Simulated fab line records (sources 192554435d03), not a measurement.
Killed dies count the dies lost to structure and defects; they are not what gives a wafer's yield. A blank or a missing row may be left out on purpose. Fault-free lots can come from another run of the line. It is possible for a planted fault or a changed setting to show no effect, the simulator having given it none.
Problem report in the 8D (eight disciplines) form, filled by code + flow n5_finfet + the parts of the form that need people (team, actions taken, sign-off) are left out

1. THE PROBLEM
Wafers free of any fault read 661 nm (standard deviation 8.5) for M12_ILD_THK at N5_BEOL_M12_THK_MEAS_01, against a mean of 719 nm on 3 wafers of 2 lots. That is +6.9 standard deviations from the usual mean.
First seen on wafer L590.6, day 14 14:19, on film_metro-02. The record has a number at this step for 30 wafers belonging to 10 lots. Rule for "out" (also "out of limits"): further than 4 standard deviations from the usual mean. The rest of the wafers with a number are treated as sound.

2. WHAT IT IS; WHAT IT IS NOT
| question                    | is                     | is not                                                                                 |
|-----------------------------|------------------------|----------------------------------------------------------------------------------------|
| which readings at this step | M12_ILD_THK            | -                                                                                      |
| which lots                  | L590, L591             | L576, L581, L582, L583, L586, L595, L596, L599                                         |
| which wafers of those lots  | L590.6, L591.1, L591.6 | L590.2, L590.5, L591.4                                                                 |
| read on which gauges        | film_metro-02          | film_metro-01                                                                          |
| when                        | from day 14 14:19      | up to then (17 sound wafers); but 10 sound wafers of L591, L595, L596, L599 came after |

3. SUSPECTS, AND WHAT RULES EACH OUT
Counting: a tool at a process step up to the reading stays a suspect if it ran every lot that is out. Sound lots after the first of them don't rule it out here, since some wafers of a struck lot are sound.
- the gauge at N5_BEOL_M12_THK_MEAS_01 is ruled out. All the wafers that are out were read on film_metro-02, but those of them that N5_BEOL_M12_STRIP_63 has rows for are out there too, on other tools.
- uv_cure-02 at N5_BEOL_M11_CURE_71 (cures SiCOH lowk, time 240 s): kept. Every lot that is out went through it, the first being L591 (day 14 05:49); the last sound lot it ran before that was L582 (day 11 12:27).
- pecvd-04 at N5_BEOL_M12_ILD_DEP_00 (deposits SiOC from DEMS/O2, target thk 658.92 nm, time 130.7 s): kept. Every lot that is out went through it, the first being L590 (day 14 14:11); the last sound lot it ran before that was L586 (day 13 01:59).
After counting, uv_cure-02 at N5_BEOL_M11_CURE_71 and pecvd-04 at N5_BEOL_M12_ILD_DEP_00 remain.

4. THE CAUSE (what the simulator had put in)
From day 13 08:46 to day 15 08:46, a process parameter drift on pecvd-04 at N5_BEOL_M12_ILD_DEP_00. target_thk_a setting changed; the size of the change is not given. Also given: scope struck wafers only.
After counting, 2 suspects remain, this tool included.

5. THE EFFECT CHAIN, in route order
Each row: a reading where the mean over the struck wafers with a number is more than 3 standard deviations away from the usual. Only readings whose record carries a usual standard deviation are examined. hours: median over the lots of the time between each lot's start at the first step of this table that gives one and its start at this step. sigmas: the change, counted in usual standard deviations.
| hours | step                    | reading                  | usual  | on struck wafers | change | sigmas |
|-------|-------------------------|--------------------------|--------|------------------|--------|--------|
| 0     | N5_BEOL_M12_THK_MEAS_01 | M12_ILD_THK              | 661 nm | 719              | +58    | +6.9   |
| 1     | N5_BEOL_M12_STRIP_63    | strip_time_to_endpoint_s | 42.2 s | 37.5             | -4.7   | -4.8   |
It contains these process steps:
- N5_BEOL_M12_STRIP_63: strips in N2/H2.
At these later measuring or inspecting steps, every struck wafer for which the step has a row has a number for every such reading, and none has moved that far: N5_BEOL_M12_CD_MEAS_17.

6. HOW IT WOULD HAVE BEEN CAUGHT EARLIER
Counted from the fault's start at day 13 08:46, it took 30 hours until the first out-of-limits reading at a measuring or inspecting step in this record, taken at day 14 14:19.
Of the tool readings at N5_BEOL_M12_ILD_DEP_00 for which the record gives a usual standard deviation, none was out on any struck wafer, so an alarm limit of 4 standard deviations on them would not have fired.
L591, from the lots that are out (2), started N5_BEOL_M12_ILD_DEP_00 on pecvd-04 later than day 14 14:19. Holding the tool at that time would have saved it.
